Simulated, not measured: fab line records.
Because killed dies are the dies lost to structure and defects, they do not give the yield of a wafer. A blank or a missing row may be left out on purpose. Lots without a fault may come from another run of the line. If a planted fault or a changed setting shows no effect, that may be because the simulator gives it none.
Split-lot trial + flow n5-finfet + route with 1938 steps; 7 lots, 39 wafers read

## SPLIT DETAILS
At N5_PASSIVATION_ETCH_59 (etches TaN in Cl2/BCl3, target depth 65 nm, time 34.9 s), the setting time-s was moved away from the recipe's 34.9 s on 15 of the 39 wafers read, by -58.4% to +52.3%. For the rest of the wafers, this setting stayed at what the recipe calls for.

The reading comes from the split's own step.

## THE READING
etch.depth-nm (the simulator's own value, which no gauge read), in nm, at N5_PASSIVATION_ETCH_59 (etches TaN in Cl2/BCl3, target depth 65 nm, time 34.9 s). There is no usual value for it anywhere in the file. Across the 24 wafers here that went through the recipe, the average is 65.46 nm and the standard deviation 0.82 nm.

| wafer  | tool, chamber at the split | time-s as run, s | against the recipe | etch.depth-nm, nm | against lot-mates on the recipe |
|--------|----------------------------|------------------|--------------------|-------------------|---------------------------------|
| L075.1 | rie-metal-03, 1            | 14.53            | -58.4%             | 27.25             | -38.49                          |
| L075.2 | rie-metal-03, 0            | 34.9             | recipe             | 65.63             | -                               |
| L075.3 | rie-metal-03, 1            | 34.9             | recipe             | 65.98             | -                               |
| L075.4 | rie-metal-03, 0            | 14.53            | -58.4%             | 27.08             | -38.66                          |
| L075.5 | rie-metal-03, 1            | 34.9             | recipe             | 65.62             | -                               |
| L075.6 | rie-metal-03, 0            | 14.53            | -58.4%             | 27.3              | -38.44                          |
| L076.1 | rie-metal-02, 0            | 34.9             | recipe             | 66.16             | -                               |
| L076.2 | rie-metal-02, 1            | 34.9             | recipe             | 65.51             | -                               |
| L076.6 | rie-metal-02, 1            | 34.9             | recipe             | 65.19             | -                               |
| L078.1 | rie-metal-01, 1            | 34.9             | recipe             | 63.52             | -                               |
| L078.2 | rie-metal-01, 0            | 34.9             | recipe             | 64.82             | -                               |
| L078.3 | rie-metal-01, 1            | 34.9             | recipe             | 63.7              | -                               |
| L078.4 | rie-metal-01, 0            | 34.9             | recipe             | 65.33             | -                               |
| L078.5 | rie-metal-01, 0            | 34.9             | recipe             | 64.92             | -                               |
| L078.6 | rie-metal-01, 1            | 34.9             | recipe             | 63.97             | -                               |
| L079.1 | rie-metal-02, 0            | 34.9             | recipe             | 66.87             | -                               |
| L079.2 | rie-metal-02, 1            | 27.72            | -20.6%             | 52.41             | -14.12                          |
| L079.3 | rie-metal-02, 1            | 27.72            | -20.6%             | 52.25             | -14.28                          |
| L079.4 | rie-metal-02, 0            | 27.72            | -20.6%             | 53.41             | -13.12                          |
| L079.5 | rie-metal-02, 1            | 34.9             | recipe             | 66.14             | -                               |
| L079.6 | rie-metal-02, 0            | 34.9             | recipe             | 66.59             | -                               |
| L088.1 | rie-metal-02, 0            | 34.9             | recipe             | 65.78             | -                               |
| L088.2 | rie-metal-02, 1            | 26.05            | -25.4%             | 48.92             | -16.72                          |
| L088.3 | rie-metal-02, 1            | 34.9             | recipe             | 65.24             | -                               |
| L088.4 | rie-metal-02, 0            | 26.05            | -25.4%             | 49.17             | -16.47                          |
| L088.5 | rie-metal-02, 1            | 26.05            | -25.4%             | 48.67             | -16.97                          |
| L088.6 | rie-metal-02, 0            | 34.9             | recipe             | 65.91             | -                               |
| L089.1 | rie-metal-03, 1            | 53.16            | +52.3%             | 99.65             | +34.14                          |
| L089.2 | rie-metal-03, 0            | 53.16            | +52.3%             | 98.17             | +32.66                          |
| L089.3 | rie-metal-03, 1            | 34.9             | recipe             | 65.75             | -                               |
| L089.4 | rie-metal-03, 0            | 53.16            | +52.3%             | 99.83             | +34.32                          |
| L089.5 | rie-metal-03, 0            | 34.9             | recipe             | 65.25             | -                               |
| L089.6 | rie-metal-03, 1            | 34.9             | recipe             | 65.53             | -                               |
| L093.1 | rie-metal-02, 0            | 34.9             | recipe             | 66.27             | -                               |
| L093.2 | rie-metal-02, 1            | 24.71            | -29.2%             | 46.63             | -19.27                          |
| L093.3 | rie-metal-02, 1            | 24.71            | -29.2%             | 46.4              | -19.50                          |
| L093.4 | rie-metal-02, 0            | 34.9             | recipe             | 66.17             | -                               |
| L093.5 | rie-metal-02, 1            | 34.9             | recipe             | 65.25             | -                               |
| L093.6 | rie-metal-02, 0            | 24.71            | -29.2%             | 46.87             | -19.03                          |

THE FIT
A straight line over all 39 wafers: etch.depth-nm changes by +0.649 nm for each +1% of time-s; r = +1.00; the points scatter about the line by 0.74 nm.
The same after taking each lot's own level away (the mean of its wafers on the recipe; 39 wafers): +0.654 nm for each +1%; r = +1.00; scatter 0.48 nm.
According to that fit, moving time-s by its largest amount changes the reading by 38 nm.
The lots' own levels span 64.377 to 66.533 nm, that is 2.6 times the standard deviation above.
Consequently the slope shifts little with the lot-to-lot level, the two slopes agreeing.
Check: for one of the wafers moved furthest among these (-58.4%), held out of the fit, the line's prediction against its lot-mates is -38.3 nm. Against them it came out at -38.5 nm.

## ADDITIONAL SPLITS CARRIED BY THESE WAFERS
Note: prior to the reading, these wafers also went through further splits. Each is held against what the fit with the lots' levels taken away leaves over:
| other split on the same wafers | wafers away from the commonest value | r with etch.depth-nm (lot level and that fit taken away) |
|--------------------------------|--------------------------------------|----------------------------------------------------------|
| N5_BEOL_M7_DEP_56 time-s       | 12                                   | +0.19                                                    |
| N5_BEOL_M11_ETCH_41 time-s     | 18                                   | -0.13                                                    |

## FILE'S OWN FIT
etch.depth-nm changes by +0.655 nm for each +1% of time-s, r = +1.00.
